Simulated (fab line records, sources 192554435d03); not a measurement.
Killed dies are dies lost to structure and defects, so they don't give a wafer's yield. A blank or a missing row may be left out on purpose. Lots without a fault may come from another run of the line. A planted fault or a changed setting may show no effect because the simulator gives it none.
Split-lot experiment | flow n5_finfet | 7 lots, 39 wafers read, on a route of 1938 steps

THE SPLIT
At N5_WELL_APT_IMPLANT_14, the setting energy_kev was moved away from the recipe's 160 on 15 of the 39 wafers read, by -10.3% to +11.3%. The other wafers ran this setting at the recipe's value.

The reading is taken at the split's own step.

THE READING
implant.drp_nm (the simulator's own value, which no gauge read), in nm, at N5_WELL_APT_IMPLANT_14. The file gives no usual value for it.

wafer  | tool, chamber at the split | energy_kev as run | against the recipe | implant.drp_nm, nm | against lot-mates on the recipe
L076.1 | implanter-02, 0            | 160               | recipe             | 65.9               | -
L076.4 | implanter-02, 0            | 160               | recipe             | 65.9               | -
L076.5 | implanter-02, 0            | 160               | recipe             | 65.9               | -
L076.2 | implanter-02, 0            | 171.6             | +7.3%              | 69.38              | +3.48
L076.3 | implanter-02, 0            | 171.6             | +7.3%              | 69.38              | +3.48
L076.6 | implanter-02, 0            | 171.6             | +7.3%              | 69.38              | +3.48
L082.1 | implanter-01, 0            | 160               | recipe             | 65.9               | -
L082.5 | implanter-01, 0            | 160               | recipe             | 65.9               | -
L082.6 | implanter-01, 0            | 160               | recipe             | 65.9               | -
L082.2 | implanter-01, 0            | 178.1             | +11.3%             | 71.34              | +5.44
L082.3 | implanter-01, 0            | 178.1             | +11.3%             | 71.34              | +5.44
L082.4 | implanter-01, 0            | 178.1             | +11.3%             | 71.34              | +5.44
L086.1 | implanter-02, 0            | 160               | recipe             | 65.9               | -
L086.2 | implanter-02, 0            | 160               | recipe             | 65.9               | -
L086.6 | implanter-02, 0            | 160               | recipe             | 65.9               | -
L086.3 | implanter-02, 0            | 152.2             | -4.9%              | 63.5               | -2.40
L086.4 | implanter-02, 0            | 152.2             | -4.9%              | 63.5               | -2.40
L086.5 | implanter-02, 0            | 152.2             | -4.9%              | 63.5               | -2.40
L087.1 | implanter-02, 0            | 160               | recipe             | 65.9               | -
L087.3 | implanter-02, 0            | 160               | recipe             | 65.9               | -
L087.5 | implanter-02, 0            | 160               | recipe             | 65.9               | -
L087.2 | implanter-02, 0            | 166.9             | +4.3%              | 67.97              | +2.07
L087.4 | implanter-02, 0            | 166.9             | +4.3%              | 67.97              | +2.07
L087.6 | implanter-02, 0            | 166.9             | +4.3%              | 67.97              | +2.07
L088.2 | implanter-02, 0            | 160               | recipe             | 65.9               | -
L088.3 | implanter-02, 0            | 160               | recipe             | 65.9               | -
L088.4 | implanter-02, 0            | 160               | recipe             | 65.9               | -
L092.1 | implanter-02, 0            | 160               | recipe             | 65.9               | -
L092.2 | implanter-02, 0            | 160               | recipe             | 65.9               | -
L092.3 | implanter-02, 0            | 160               | recipe             | 65.9               | -
L092.4 | implanter-02, 0            | 143.5             | -10.3%             | 60.66              | -5.24
L092.5 | implanter-02, 0            | 143.5             | -10.3%             | 60.66              | -5.24
L092.6 | implanter-02, 0            | 143.5             | -10.3%             | 60.66              | -5.24
L095.1 | implanter-01, 0            | 160               | recipe             | 65.9               | -
L095.2 | implanter-01, 0            | 160               | recipe             | 65.9               | -
L095.3 | implanter-01, 0            | 160               | recipe             | 65.9               | -
L095.4 | implanter-01, 0            | 160               | recipe             | 65.9               | -
L095.5 | implanter-01, 0            | 160               | recipe             | 65.9               | -
L095.6 | implanter-01, 0            | 160               | recipe             | 65.9               | -

THE FIT
A straight line over all 39 wafers: implant.drp_nm changes by +0.491 nm for each +1% of energy_kev; r = +1.00; the points scatter about the line by 0.056 nm.
The same after taking each lot's own level away (the mean of its wafers on the recipe; 39 wafers): +0.491 nm for each +1%; r = +1.00; scatter 0.056 nm.
On that fit, the largest move of energy_kev shifts the reading by 5.6 nm.
The lots' own levels span 65.900 to 65.900 nm.
So the lot-to-lot level changes the slope little: the two slopes agree.
Check: with one of the wafers moved furthest among these (+11.3%) left out of the fit, the line predicts +5.54 nm for it against its lot-mates. It came out at +5.44 nm against them.

THE WHOLE CHAIN: every reading that the file lists as answering this split, in the file's order
step                   | what it does | reading                                                         | change (the file's fit)              | r (the file's)
N5_WELL_APT_IMPLANT_14 |              | implant.rp_nm (the simulator's own value, which no gauge read)  | +2.13 nm for each +1% of the setting | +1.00
N5_WELL_APT_IMPLANT_14 |              | implant.drp_nm (the simulator's own value, which no gauge read) | +0.49 nm for each +1% of the setting | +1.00

THE FILE'S OWN FIT
implant.drp_nm changes by +0.49 nm for each +1% of energy_kev, r = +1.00.
